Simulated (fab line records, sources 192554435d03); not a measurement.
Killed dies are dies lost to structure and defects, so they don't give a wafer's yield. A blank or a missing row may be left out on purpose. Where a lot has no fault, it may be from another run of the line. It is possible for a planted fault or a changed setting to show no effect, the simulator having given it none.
fab line records    flow n5_finfet
record lots=6  wafers=18  last_day=17
route steps=1938 shown MOL_CONTACT_COAG@603 BEOL_M4@1111 PASSIVATION@1936
lots with no fault: from the same line, run without faults
start_h: start of the lot's first displayed wafer, in hours after the record's first day    wait_h: hours elapsed since this lot's preceding step    " same as the row above    L1.1+2: several wafers, shown together as one row    - no value, or no start given    * or withheld: withheld    < > ~ a bound
route shown NAME@n: a module of which the file shows steps, and the number in the route of the first    usual: mean/standard deviation taken from wafers without a fault    same: alike in all rows    chamber/n: place in a boat    sites: per-site readings    _std_site: how widely they spread, as a standard deviation    _edge_site: outer sites' mean less inner sites'    radius_mm: for every site, how far away it sits from the centre of the wafer    mask NAME#n: copy n    behind: tool/chamber where the wafer was last shaped    hold: cause of the lot's hold/its duration in hours/its outcome    device: transistor that didn't switch, given as n, p or np    end of line: tests run on the same wafers once the route is complete    step lacking rows: just its recipe    killed: count of dies lost to structure and defects at first sort (not the wafer's yield)    map: a wafer's dies, x killed, . not, _ none there
set.NAME: the setting the step ran with; set.NAME@STEP: the setting that earlier step ran with    model.NAME: the simulator's own value behind a step, which no gauge read
lots seen at some steps along the route; tables by step, rows by wafer
services: the hour from which a tool's chamber was out of use, counted from the record's first day as start_h (under 0 if before that day), plus the number of hours and why
## steps
# step N5_MOL_CONTACT_COAG_OVL_MEAS_41
# recipe points_per_wafer=522
# usual VD_OVL=0.2/0.72
lot.wafer  tool        chamber  start_h  wait_h  VD_OVL[nm]
L336.1     overlay-01  0        99.36    0.0     -1.6
L336.4     "           0        "        "       -0.1
L336.6     "           0        "        "       -0.4
L342.1     overlay-01  0        133.24   0.0     0.7
L342.5     "           0        "        "       -0.4
L342.6     "           0        "        "       -0.1
L348.1     overlay-01  0        174.60   0.0     0.5
L348.4     "           0        "        "       0.6
L348.5     "           0        "        "       0.8
L352.2     overlay-02  0        196.19   0.0     0.9
L352.3     "           0        "        "       -0.1
L352.6     "           0        "        "       0.4
L357.1     overlay-01  0        226.14   0.0     0.2
L357.5     "           0        "        "       -0.6
L357.6     "           0        "        "       -0.9
L358.1     overlay-01  0        232.63   0.0     -0.5
L358.4     "           0        "        "       -0.5
L358.5     "           0        "        "       0.2
# step N5_MOL_CONTACT_COAG_INSPECT_42
# recipe mode=adi  inspect_instrument=brightfield
# usual raw_defect_count=187/50
lot.wafer  tool               chamber  start_h  wait_h  raw_defect_count
L336.1     defect_inspect-01  -        99.42    0.1     134
L336.4     "                  -        "        "       150
L336.6     "                  -        "        "       178
L342.1     defect_inspect-01  -        133.29   0.1     136
L342.5     "                  -        "        "       147
L342.6     "                  -        "        "       146
L348.1     defect_inspect-02  -        174.66   0.1     293
L348.4     "                  -        "        "       258
L348.5     "                  -        "        "       214
L352.2     defect_inspect-01  -        196.25   0.0     154
L352.3     "                  -        "        "       182
L352.6     "                  -        "        "       153
L357.1     defect_inspect-01  -        226.19   0.1     188
L357.5     "                  -        "        "       135
L357.6     "                  -        "        "       152
L358.1     defect_inspect-01  -        232.69   0.1     110
L358.4     "                  -        "        "       139
L358.5     "                  -        "        "       123
# step N5_MOL_CONTACT_COAG_DESCUM_45
# recipe chemistry=O2  time_s=7  source_power_w=50  bias_power_w=20  pressure_mtorr=20  rf_frequency_hz=2.712e+07  temp_c=40  resist=CAR-EUV  o2_flow_sccm=225
# usual drypump_motor_current_A=5.8/0.48  oes_product_au=0.79/0.1  rf_vpp_V=242.8/1.6  showerhead_plenum_p_Torr=2.08/0.099  throttle_valve_pct=20.47/0.27
lot.wafer  tool         chamber  start_h  wait_h  drypump_motor_current_A  oes_product_au  rf_hours_counter_h  rf_vpp_V  showerhead_plenum_p_Torr  throttle_valve_pct
L336.1     rie_diel-04  0        99.45    0.0     5.5                      0.69            239                 244.4     2.17                      20.41
L336.4     "            2        "        "       6.2                      0.72            185                 242.6     2.03                      20.94
L336.6     "            1        "        "       4.9                      0.73            -                   242.9     2.01                      20.53
L342.1     rie_diel-05  1        133.74   0.4     6.5                      0.65            239                 241.5     1.99                      20.74
L342.5     "            2        "        "       6.3                      0.76            -                   242.1     2.00                      20.17
L342.6     "            3        "        "       5.9                      0.84            -                   245.7     2.21                      20.29
L348.1     rie_diel-04  0        175.35   0.7     5.5                      0.97            11                  244.6     2.16                      20.18
L348.4     "            1        "        "       4.9                      0.70            -                   240.5     2.00                      20.57
L348.5     "            0        "        "       5.5                      0.97            -                   243.9     2.16                      20.18
L352.2     rie_diel-03  1        196.28   0.0     6.0                      0.76            138                 241.9     2.01                      20.76
L352.3     "            0        "        "       5.5                      0.88            50                  245.2     2.26                      20.43
L352.6     "            1        "        "       6.0                      0.77            -                   241.4     2.02                      20.78
L357.1     rie_diel-04  3        226.46   0.3     5.3                      0.97            11                  245.1     2.23                      20.20
L357.5     "            3        "        "       5.3                      0.96            -                   245.3     2.23                      20.20
L357.6     "            2        "        "       6.2                      0.68            -                   241.6     2.01                      21.04
L358.1     rie_diel-05  0        232.73   0.0     5.8                      0.92            31                  240.5     2.07                      20.41
L358.4     "            2        "        "       6.3                      0.74            204                 241.1     1.99                      20.23
L358.5     "            0        "        "       5.8                      0.91            -                   242.2     2.07                      20.41
# step N5_MOL_CONTACT_COAG_ETCH_65
# recipe chemistry=N2/H2  target=underlayer  target_depth_a=130  mask_material=CAR-EUV  time_s=10.4  ion_energy_ev=200  pressure_mtorr=30  source_w=840  bias_w=150  n2_flow_sccm=200  h2_flow_sccm=200  ends=cleared
# step N5_MOL_CONTACT_COAG_ETCH_66
# recipe chemistry=CF4  target=SiARC  target_depth_a=130  mask_material=CAR-EUV  time_s=21.7  ion_energy_ev=80  pressure_mtorr=40  source_w=545  bias_w=36  Ar_flow_sccm=100  cf4_flow_sccm=100  ends=cleared
# usual bias_w=36.00/0.12  drypump_motor_current_A=5.8/0.49  etch_rf_on_time_s=21.6/1  oes_product_au=0.68/0.094  rf_vpp_V=183.8/1.4  showerhead_plenum_p_Torr=2.12/0.091  throttle_valve_pct=15.58/0.3
lot.wafer  tool         chamber  start_h  wait_h  bias_w  drypump_motor_current_A  etch_rf_on_time_s  oes_product_au  rf_hours_counter_h  rf_vpp_V  showerhead_plenum_p_Torr  throttle_valve_pct
L336.1     rie_diel-04  0        99.51    0.0     35.99   5.5                      21.6               0.61            239                 185.6     2.17                      15.48
L336.4     "            2        "        "       35.87   6.2                      21.8               0.61            185                 182.3     2.04                      15.89
L336.6     "            1        "        "       36.07   4.9                      23.2               0.61            -                   183.2     2.06                      15.80
L342.1     rie_diel-05  1        133.80   0.0     36.01   6.5                      22.7               0.55            239                 180.9     2.02                      15.95
L342.5     "            2        "        "       35.90   6.3                      21.5               0.64            -                   183.9     2.06                      15.45
L342.6     "            3        "        "       35.86   5.9                      20.6               0.73            -                   185.7     2.25                      15.41
L348.1     rie_diel-04  0        175.40   0.0     35.86   5.5                      20.5               0.84            11                  183.7     2.16                      15.07
L348.4     "            1        "        "       36.03   4.9                      23.6               0.59            -                   183.6     2.06                      15.88
L348.5     "            0        "        "       36.02   5.5                      20.5               0.85            -                   183.3     2.16                      15.04
L352.2     rie_diel-03  1        196.34   0.0     35.96   6.0                      21.0               0.65            138                 182.8     2.08                      15.97
L352.3     "            0        "        "       36.15   5.5                      20.0               0.77            50                  184.5     2.27                      15.31
L352.6     "            1        "        "       36.20   6.1                      21.2               0.66            -                   183.3     2.08                      15.98
L357.1     rie_diel-04  3        226.51   0.0     36.14   5.3                      20.4               0.84            11                  185.6     2.27                      15.27
L357.5     "            3        "        "       36.23   5.3                      20.4               0.83            -                   185.2     2.27                      15.24
L357.6     "            2        "        "       35.90   6.1                      22.0               0.58            -                   182.0     2.03                      15.97
L358.1     rie_diel-05  0        232.78   0.0     36.20   5.8                      21.7               0.77            31                  182.7     2.08                      15.26
L358.4     "            2        "        "       35.94   6.3                      21.7               0.62            204                 184.5     2.04                      15.54
L358.5     "            0        "        "       36.07   5.8                      21.8               0.76            -                   182.8     2.08                      15.25
# step N5_MOL_CONTACT_COAG_ALD_133
# recipe material=SiO2  target_thk_a=50  temp_c=100  ald_precursor_family=BDEAS  ald_co_reactant=O2-plasma  pulse_time_s=1  co_reactant_pulse_time_s=1  purge_time_s=2  co_reactant_purge_time_s=2  ald_cycles=35  pressure_torr=2
# usual heater_power_w=80/7  precursor_pulse_height_rel=1.000/0.021
lot.wafer  tool        chamber  start_h  wait_h  heater_power_w  precursor_pulse_height_rel
L336.1     ald_sin-02  3        99.85    0.3     80              0.990
L336.4     "           2        "        "       73              1.015
L336.6     "           3        "        "       80              0.966
L342.1     ald_sin-02  1        133.88   0.1     81              1.033
L342.5     "           2        "        "       73              1.015
L342.6     "           1        "        "       80              1.009
L348.1     ald_sin-04  0        175.48   0.1     70              1.009
L348.4     "           3        "        "       84              0.981
L348.5     "           0        "        "       71              1.012
L352.2     ald_sin-01  3        196.42   0.1     72              0.976
L352.3     "           1        "        "       82              0.985
L352.6     "           2        "        "       76              1.006
L357.1     ald_sin-01  2        227.54   1.0     78              0.988
L357.5     "           3        "        "       71              0.990
L357.6     "           2        "        "       76              1.044
L358.1     ald_sin-04  0        232.86   0.1     74              0.991
L358.4     "           1        "        "       93              1.035
L358.5     "           0        "        "       70              0.971
# step N5_MOL_CONTACT_COAG_ETCHBACK_134
# recipe chemistry=CHF3  target=SiO2  target_depth_a=100  time_s=6.7  ion_energy_ev=200  pressure_mtorr=30  source_w=610  bias_w=170  Ar_flow_sccm=200  CHF3_flow_sccm=50
# step N5_MOL_CONTACT_COAG_ETCH_67
# recipe chemistry=N2/H2  target=SOC  target_depth_a=600  overetch_a=210  mask_material=SiARC  temp_c=40  time_s=101.2  ion_energy_ev=200  pressure_mtorr=30  source_w=840  bias_w=150  n2_flow_sccm=200  h2_flow_sccm=200
# usual bias_w=150.0/0.41  drypump_motor_current_A=5.8/0.46  oes_product_au=0.66/0.074  rf_vpp_V=523/3.1  showerhead_plenum_p_Torr=2.52/0.12  throttle_valve_pct=17.77/0.2
lot.wafer  tool         chamber  start_h  wait_h  bias_w  drypump_motor_current_A  oes_product_au  rf_hours_counter_h  rf_vpp_V  showerhead_plenum_p_Torr  throttle_valve_pct
L336.1     rie_diel-05  1        100.06   0.0     150.2   6.5                      0.57            226                 521       2.39                      17.85
L336.4     "            2        "        "       149.3   6.3                      0.63            149                 521       2.46                      17.72
L336.6     "            2        "        "       149.9   6.3                      0.64            -                   522       2.46                      17.74
L342.1     rie_diel-03  1        134.24   0.0     149.7   6.1                      0.65            117                 522       2.42                      17.82
L342.5     "            0        "        "       149.8   5.5                      0.74            -                   529       2.70                      17.42
L342.6     "            3        "        "       149.7   5.4                      0.61            -                   524       2.53                      17.91
L348.1     rie_diel-03  2        175.69   0.0     150.0   5.2                      0.66            122                 521       2.45                      17.73
L348.4     "            3        "        "       149.9   5.3                      0.61            207                 523       2.52                      17.92
L348.5     "            1        "        "       149.6   6.0                      0.64            -                   522       2.41                      17.84
L352.2     rie_diel-03  2        196.63   0.0     150.4   5.2                      0.65            129                 521       2.45                      17.75
L352.3     "            0        "        "       149.9   5.5                      0.72            50                  529       2.69                      17.49
L352.6     "            3        "        "       150.0   5.4                      0.60            -                   522       2.52                      17.94
L357.1     rie_diel-04  2        227.75   0.0     150.5   6.2                      0.58            235                 521       2.40                      18.24
L357.5     "            3        "        "       150.6   5.4                      0.79            -                   528       2.70                      17.48
L357.6     "            2        "        "       149.7   6.2                      0.58            -                   519       2.40                      18.24
L358.1     rie_diel-05  0        233.14   0.0     150.0   5.8                      0.75            31                  522       2.47                      17.55
L358.4     "            3        "        "       150.4   6.0                      0.67            123                 528       2.69                      17.84
L358.5     "            0        "        "       149.7   5.8                      0.76            -                   522       2.47                      17.56
# step N5_MOL_CONTACT_COAG_STRIP_68
# recipe chemistry=N2/H2  temp_c=40  n2_flow_sccm=200  h2_flow_sccm=200  rf_frequency_hz=6e+07
# step N5_MOL_CONTACT_COAG_STRIP_69
# recipe chemistry=N2/H2  temp_c=40  n2_flow_sccm=200  h2_flow_sccm=200  rf_frequency_hz=6e+07
# step N5_MOL_CONTACT_COAG_ETCHBACK_136
# recipe chemistry=CHF3  target=SiO2  target_depth_a=250  time_s=16.7  ion_energy_ev=200  pressure_mtorr=30  source_w=610  bias_w=170  Ar_flow_sccm=200  CHF3_flow_sccm=50
# step N5_MOL_CONTACT_COAG_STRIP_120
# recipe chemistry=CHF3  resist=SiARC  rf_frequency_hz=6e+07
# step N5_MOL_CONTACT_COAG_VIA_ETCH_117
# recipe chemistry=C4F6/O2  target_depth_a=400  overetch_a=80  mask_material=SOC  target=SiO2  bias_w=455  pressure_mtorr=10  time_s=26  source_w=325  Ar_flow_sccm=300  C4F6_flow_sccm=10  O2_flow_sccm=10  ion_energy_ev=575.3  ends=end_point
# usual C4F6_flow_sccm=10.001/0.027  bias_w=455.0/1.2  drypump_motor_current_A=5.8/0.47  oes_product_au=0.70/0.073  rf_vpp_V=1600/37  showerhead_plenum_p_Torr=2.82/0.13  throttle_valve_pct=40.9/0.54
lot.wafer  tool         chamber  start_h  wait_h  C4F6_flow_sccm  bias_w  drypump_motor_current_A  oes_product_au  rf_hours_counter_h  rf_vpp_V  showerhead_plenum_p_Torr  throttle_valve_pct
L336.1     rie_diel-05  1        100.18   0.0     10.028          457.6   6.5                      0.61            226                 1672      2.66                      40.1
L336.4     "            2        "        "       10.015          454.2   6.3                      0.68            150                 1600      2.73                      40.4
L336.6     "            2        "        "       9.985           454.3   6.3                      0.68            -                   1601      2.73                      40.4
L342.1     rie_diel-03  1        134.36   0.0     10.000          454.9   6.0                      0.68            117                 1585      2.77                      41.7
L342.5     "            0        "        "       10.043          456.5   5.5                      0.78            -                   1593      3.04                      41.4
L342.6     "            3        "        "       10.024          455.8   5.3                      0.65            -                   1580      2.80                      40.2
L348.1     rie_diel-03  2        175.82   0.0     9.979           525.9   5.2                      0.70            122                 1784      2.76                      41.2
L348.4     "            3        "        "       10.018          524.6   5.3                      0.65            207                 1751      2.79                      40.2
L348.5     "            1        "        "       10.000          524.4   6.1                      0.68            -                   1756      2.76                      41.7
L352.2     rie_diel-03  2        196.75   0.0     9.995           521.9   5.2                      0.70            129                 1785      2.75                      41.2
L352.3     "            0        "        "       10.072          523.3   5.5                      0.75            50                  1764      3.03                      41.4
L352.6     "            3        "        "       9.970           522.5   5.3                      0.64            -                   1750      2.79                      40.2
L357.1     rie_diel-04  2        227.87   0.0     10.009          456.7   6.2                      0.62            235                 1516      2.69                      41.3
L357.5     "            3        "        "       10.002          455.2   5.3                      0.82            -                   1614      3.04                      41.7
L357.6     "            2        "        "       10.015          456.4   6.2                      0.62            -                   1518      2.69                      41.3
L358.1     rie_diel-05  0        233.26   0.0     10.042          454.1   5.8                      0.80            31                  1604      2.74                      40.7
L358.4     "            3        "        "       9.941           454.8   5.9                      0.71            123                 1592      2.98                      41.4
L358.5     "            0        "        "       10.022          454.4   5.8                      0.81            -                   1605      2.74                      40.7
# step N5_MOL_CONTACT_COAG_ETCH_124
# recipe chemistry=CH3F/O2  target=SiNx  target_depth_a=65  mask_material=SOC  stop_on=SiOC  over_etch_frac=0.3  ion_energy_ev=120  pressure_mtorr=30  source_w=395  bias_w=73  Ar_flow_sccm=150  CH3F_flow_sccm=30  O2_flow_sccm=20  ends=end_point
# usual bias_w=73.00/0.22  drypump_motor_current_A=5.8/0.46  oes_product_au=0.67/0.076  rf_vpp_V=300/7.3  showerhead_plenum_p_Torr=1.98/0.092  throttle_valve_pct=16.30/0.25
lot.wafer  tool         chamber  start_h  wait_h  bias_w  drypump_motor_current_A  oes_product_au  rf_hours_counter_h  rf_vpp_V  showerhead_plenum_p_Torr  throttle_valve_pct
L336.1     rie_diel-05  1        100.21   0.0     72.99   6.5                      0.58            226                 314       1.88                      16.53
L336.4     "            2        "        "       73.16   6.2                      0.66            150                 301       1.92                      16.13
L336.6     "            2        "        "       72.93   6.2                      0.65            -                   299       1.92                      16.15
L342.1     rie_diel-03  1        134.39   0.0     73.09   6.0                      0.66            117                 297       1.95                      16.67
L342.5     "            0        "        "       73.05   5.5                      0.76            -                   300       2.14                      16.05
L342.6     "            3        "        "       72.99   5.4                      0.62            -                   298       1.97                      16.32
L348.1     rie_diel-03  2        175.85   0.0     73.04   5.2                      0.68            122                 302       1.94                      16.33
L348.4     "            3        "        "       73.05   5.3                      0.61            207                 298       1.96                      16.35
L348.5     "            1        "        "       73.11   6.0                      0.65            -                   297       1.94                      16.68
L352.2     rie_diel-03  2        196.78   0.0     72.90   5.2                      0.67            129                 302       1.93                      16.34
L352.3     "            0        "        "       72.90   5.5                      0.73            50                  300       2.14                      16.09
L352.6     "            3        "        "       73.23   5.3                      0.61            -                   296       1.96                      16.37
L357.1     rie_diel-04  2        227.90   0.0     72.72   6.2                      0.59            235                 284       1.89                      16.70
L357.5     "            3        "        "       72.94   5.3                      0.80            -                   303       2.14                      16.07
L357.6     "            2        "        "       73.42   6.2                      0.59            -                   284       1.89                      16.71
L358.1     rie_diel-05  0        233.29   0.0     72.85   5.8                      0.77            31                  301       1.93                      15.95
L358.4     "            3        "        "       72.60   6.0                      0.68            123                 299       2.10                      16.25
L358.5     "            0        "        "       72.93   5.8                      0.77            -                   301       1.93                      15.93
# step N5_BEOL_M4_RC_MEAS_101
# usual DIBL_N=35.0/2.4  DIBL_P=35.4/2.8  IOFF_N=0.14/0.045  IOFF_P=0.20/0.048  ION_N=667/19  ION_P=460/11  SS_N=71.2/0.71  SS_P=73.1/0.86  VT_N=252/4.6  VT_P=-251/3.4
lot.wafer  tool       chamber  start_h  wait_h  DIBL_N[mV/V]  DIBL_P[mV/V]  IOFF_N[nA/um]  IOFF_P[nA/um]  ION_N[uA/um]  ION_P[uA/um]  SS_N[mV/dec]  SS_P[mV/dec]  VT_N[mV]  VT_P[mV]
L336.1     prober-01  0        172.10   0.0     31.1          33.8          0.11           0.19           676           477           69.6          73.1          250       -248
L336.4     "          0        "        "       34.5          35.7          0.14           0.21           655           458           70.8          73.4          250       -247
L336.6     "          0        "        "       32.6          33.7          0.12           0.17           652           450           70.5          72.3          254       -254
L342.1     prober-02  0        208.13   0.0     34.7          32.9          0.13           0.17           643           446           71.5          72.7          252       -252
L342.5     "          0        "        "       36.0          34.7          0.15           0.20           658           458           71.7          73.4          248       -250
L342.6     "          0        "        "       34.6          34.1          0.14           0.19           668           462           71.1          72.3          250       -249
L348.1     prober-02  0        238.73   0.0     33.7          34.7          0.12           0.18           647           454           71.2          72.9          253       -249
L348.4     "          0        "        "       35.5          36.1          0.15           0.21           654           456           72.0          73.1          250       -251
L348.5     "          0        "        "       32.2          33.2          0.10           0.17           639           444           70.7          72.7          258       -252
L352.2     prober-02  0        256.76   0.2     37.0          36.9          0.17           0.25           680           467           71.5          73.6          249       -248
L352.3     "          0        "        "       34.7          34.6          0.13           0.21           660           462           71.1          73.1          252       -247
L352.6     "          0        "        "       33.8          33.5          0.11           0.19           655           458           71.1          72.2          254       -249
L357.1     prober-02  0        283.67   0.0     32.4          32.4          0.09           0.14           633           442           70.3          71.4          261       -255
L357.5     "          0        "        "       38.1          40.2          0.18           0.25           683           473           72.2          74.4          248       -250
L357.6     "          0        "        "       36.0          37.3          0.14           0.20           685           469           71.5          73.2          254       -253
L358.1     prober-02  0        302.25   0.0     30.8          33.0          0.10           0.14           656           461           70.8          72.5          255       -255
L358.4     "          0        "        "       34.7          37.7          0.15           0.20           674           461           71.4          73.3          248       -251
L358.5     "          0        "        "       31.4          33.8          0.11           0.16           672           471           70.4          73.0          253       -255
# step N5_PASSIVATION_PROBE_49
# usual defect_limited_yield=91.7/1.4  killed_at_M0_to_M3=32/9.7  killed_at_M4_up=14/5.5  killed_at_contacts=13/6.1  killed_at_front_end=35/10  killed_at_other=4.2/2.9  killed_dies=98/17  killed_open=63/12  killed_short=32/7.7  sort_bin_5_function=4.8/0.9  sort_bin_6_memory=3.1/0.63  sort_bin_8_speed=1/3.3  sort_n_pass=1073/41  sort_yield_pct=91/3.5
# same gross_dies=1180  killed_at_back_side=0  sort_bin_4_leakage[%]=0
lot.wafer  tool       chamber  start_h  wait_h  defect_limited_yield[%]  killed_at_M0_to_M3  killed_at_M4_up  killed_at_contacts  killed_at_front_end  killed_at_other  killed_dies  killed_open  killed_short  sort_bin_5_function[%]  sort_bin_6_memory[%]  sort_bin_8_speed[%]  sort_n_pass  sort_yield_pct[%]
L336.1     prober-02  -        276.59   0.3     91.0                     33                  22               12                  37                   2                106          73           30            5.6                     3.2                   0                    1074         91
L336.4     prober-02  -        276.74   0.4     92.4                     27                  18               7                   35                   3                90           61           29            4.6                     3.0                   0                    1090         92
L336.6     prober-02  -        276.84   0.5     92.1                     28                  23               7                   33                   2                93           59           28            4.3                     2.9                   0                    1087         92
L348.1     prober-02  -        346.88   0.0     86.9                     43                  15               35                  57                   5                155          103          44            7.9                     4.2                   0                    1025         87
L348.4     prober-02  -        347.03   0.2     90.9                     30                  17               9                   49                   2                107          61           34            5.0                     2.9                   0                    1073         91
L348.5     prober-02  -        347.08   0.2     91.4                     34                  13               7                   45                   2                101          67           33            5.1                     2.7                   2                    1051         89
L352.3     prober-02  -        372.08   0.2     92.7                     23                  14               8                   36                   5                86           45           35            3.9                     2.7                   0                    1094         93
L352.6     prober-02  -        372.23   0.3     89.9                     47                  21               12                  39                   0                119          72           36            5.6                     3.5                   0                    1061         90
L357.1     prober-02  -        403.44   0.0     93.9                     14                  18               12                  19                   9                72           53           19            3.3                     2.5                   4                    1061         90
L357.5     prober-02  -        403.64   0.2     92.8                     35                  8                11                  24                   7                85           57           25            4.8                     2.4                   0                    1095         93
L357.6     prober-02  -        403.69   0.3     94.3                     26                  8                14                  16                   3                67           42           19            2.5                     2.6                   0                    1113         94
# killed by level:class
L336.1 MOL_CONTACT_COAG:geometric_particle:open=9 BEOL_M4:geometric_particle:open=9 FIN_SAQP:geometric_particle:open=7 STI_FIN_REVEAL:geometric_particle:open=7 BEOL_M0_SAQP:geometric_particle:open=7 BEOL_M1:geometric_particle:open=7 BEOL_M3:geometric_particle:open=7 FIN_SAQP:geometric_particle:short=6
L336.4 BEOL_M4:geometric_particle:open=9 ILD0:geometric_particle:open=6 MOL_CONTACT_COAG:geometric_particle:open=6 BEOL_M3:geometric_particle:open=6 FIN_SAQP:geometric_particle:short=5 BEOL_M0_SAQP:geometric_particle:open=5 STI_FIN_REVEAL:geometric_particle:open=4 STARTING-WAFER:geometric_particle:short=4
L336.6 BEOL_M4:geometric_particle:open=12 STI_FIN_REVEAL:geometric_particle:open=10 BEOL_M3:geometric_particle:open=7 HKMG_FIN:area_etch=6 MOL_CONTACT_COAG:geometric_particle:open=5 FIN_SAQP:geometric_particle:short=4 BEOL_M0_SAQP:geometric_particle:short=4 BEOL_M2:geometric_particle:open=4
L348.1 MOL_CONTACT_COAG:geometric_particle:open=29 STI_FIN_REVEAL:geometric_particle:open=17 BEOL_M1:geometric_particle:open=10 BEOL_M0_SAQP:geometric_particle:short=9 STI_FIN_REVEAL:geometric_particle:short=7 BEOL_M6:geometric_particle:open=7 BEOL_M3:geometric_particle:open=7 MOL_CONTACT_COAG:geometric_particle:short=6
L348.4 STI_FIN_REVEAL:geometric_particle:open=11 GATE_CUT:geometric_particle:short=9 BEOL_M3:geometric_particle:open=8 MOL_CONTACT_COAG:geometric_particle:open=8 BEOL_M0_SAQP:geometric_particle:short=7 BEOL_M0_SAQP:geometric_particle:open=7 HKMG_FIN:area_etch=7 FIN_SAQP:geometric_particle:short=6
L348.5 STI_FIN_REVEAL:geometric_particle:open=12 BEOL_M0_SAQP:geometric_particle:open=10 BEOL_M0_SAQP:geometric_particle:short=8 GATE_CUT:geometric_particle:short=7 MOL_CONTACT_COAG:geometric_particle:open=6 BEOL_M5:geometric_particle:open=6 FIN_SAQP:geometric_particle:open=5 FIN_SAQP:geometric_particle:short=5
L352.3 MOL_CONTACT_COAG:geometric_particle:open=7 BEOL_M0_SAQP:geometric_particle:short=7 BEOL_M0_SAQP:geometric_particle:open=6 BEOL_M4:geometric_particle:open=6 STARTING-WAFER:geometric_particle:short=5 HKMG_FIN:area_etch=5 FIN_SAQP:geometric_particle:open=4 DUMMY_GATE:geometric_particle:open=4
L352.6 BEOL_M3:geometric_particle:open=10 MOL_CONTACT_COAG:geometric_particle:open=9 BEOL_M0_SAQP:geometric_particle:short=9 HKMG_FIN:area_etch=9 BEOL_M0_SAQP:geometric_particle:open=8 BEOL_M2:geometric_particle:open=8 FIN_SAQP:geometric_particle:short=5 BEOL_M5:geometric_particle:open=5
L357.1 MOL_CONTACT_COAG:geometric_particle:open=12 BEOL_M4:geometric_particle:open=9 BEOL_M0:geometric_particle:open=4 BEOL_M1:geometric_particle:open=4 MIM_BOT:geometric_particle:short=4 FIN_SAQP:geometric_particle:short=3 FIN_SAQP:geometric_particle:open=3 STI_FIN_REVEAL:geometric_particle:open=3
L357.5 STI_FIN_REVEAL:geometric_particle:open=9 MOL_CONTACT_COAG:geometric_particle:open=8 BEOL_M1:geometric_particle:open=8 BEOL_M3:geometric_particle:open=6 BEOL_M2:geometric_particle:open=6 BEOL_M0_SAQP:geometric_particle:short=5 GATE_CUT:geometric_particle:short=3 MOL_CONTACT_COAG:geometric_particle:short=3
L357.6 MOL_CONTACT_COAG:geometric_particle:open=12 BEOL_M1:geometric_particle:open=9 HKMG_FIN:area_etch=6 BEOL_M0_SAQP:geometric_particle:short=5 BEOL_M4:geometric_particle:open=4 BEOL_M2:geometric_particle:open=4 FIN_SAQP:geometric_particle:short=3 ILD0:geometric_particle:open=3
## services
tool         chamber  start_h  hours  kind
rie_diel-04  2        79.40    6.3    repair
ald_sin-04   -        86.45    14.0   pm
ald_sin-02   -        98.91    0.8    repair
ald_sin-04   -        102.62   0.8    pm
rie_diel-03  1        106.97   6.5    repair
rie_diel-04  1        122.19   9.0    repair
rie_diel-05  0        125.61   4.7    repair
rie_diel-05  0        130.41   -      clean
rie_diel-05  0        130.41   -      consumable_replace:focus_ring
rie_diel-05  0        130.41   26.4   scheduled_down
rie_diel-05  0        130.41   26.4   vent_cycle
rie_diel-04  0        131.49   -      clean
ald_sin-02   3        154.85   4.6    repair
rie_diel-05  1        160.41   -      clean
rie_diel-05  1        160.41   -      consumable_replace:focus_ring
rie_diel-05  1        160.41   -      consumable_replace:showerhead
rie_diel-05  1        160.41   34.7   scheduled_down
rie_diel-05  1        160.41   34.7   vent_cycle
ald_sin-01   0        167.58   4.1    repair
ald_sin-02   -        176.95   14.0   pm
ald_sin-01   3        198.69   2.8    repair
rie_diel-04  2        201.91   1.7    repair
ald_sin-02   0        206.19   2.7    repair
ald_sin-04   0        222.14   10.2   repair
## key
first_sign step=N5_MOL_CONTACT_COAG_VIA_ETCH_117  reading=bias_w  direction=up  sigmas=57  usual=*  struck=*
effect step=N5_MOL_CONTACT_COAG_VIA_ETCH_117  reading=rf_vpp_V  direction=up  sigmas=4.5  usual=1600  struck=1765
met_at N5_MOL_CONTACT_COAG_VIA_ETCH_117
struck_wafers L348.1,L348.4,L348.5,L352.2,L352.3,L352.6
onset_between 134.36 175.82
fault kind=process_parameter_drift  tool=rie_diel-03  chamber=-  onset_h=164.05  steps=N5_MOL_CONTACT_COAG_VIA_ETCH_117  channel=bias_w  offset=*  shape=step  end_h=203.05  acts_in=*  stated=*
